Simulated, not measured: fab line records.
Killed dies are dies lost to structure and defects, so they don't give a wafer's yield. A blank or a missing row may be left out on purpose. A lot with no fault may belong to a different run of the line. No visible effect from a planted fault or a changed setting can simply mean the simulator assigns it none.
Matching of chambers -- flow nand harc -- rie diel-02 running NHARC_A_STAIRCASE_STRIP_476: 4 sister chambers
The step strips in O2, time 20 s. 4 wafers are shown with their chamber, then 8 later ones without.

## EACH WAFER AND ITS CHAMBER
wafer,chamber,drypump motor current A (A)
L224.5,2,5.0
L228.2,0,5.6
L228.4,1,6.1
L227.2,3,6.3

## WAFERS MISSING THEIR CHAMBER
wafer,drypump motor current A (A)
L227.5,5.6
L227.6,6.3
L231.2,6.4
L231.3,5.6
L231.5,5.6
L233.4,6.1
L233.5,5.0
L233.6,6.3

## WHICH CHAMBER EACH ONE RAN IN
wafer,from the rows above,in truth
L227.5,0,0
L227.6,3,3
L231.2,3,3
L231.3,0,0
L231.5,0,0
L233.4,1,1
L233.5,2,2
L233.6,3,3
8 of 8 placed correctly. Number that these rows cannot place: 0. Wrongly placed: 0.
How it was worked out, from the rows above alone: a wafer's distance from a chamber is the root of the sum, over the readings, of the square of ((its reading less the chamber's mean) divided by the reading's scatter). If the next closest chamber is less than 2 further off than the closest, the wafer can't be placed; otherwise it belongs to the closest. For every chamber, the mean is computed from those of its wafers that are shown. The scatter: root of mean squared gap, hidden wafer to nearest shown wafer, with one shown wafer a chamber.
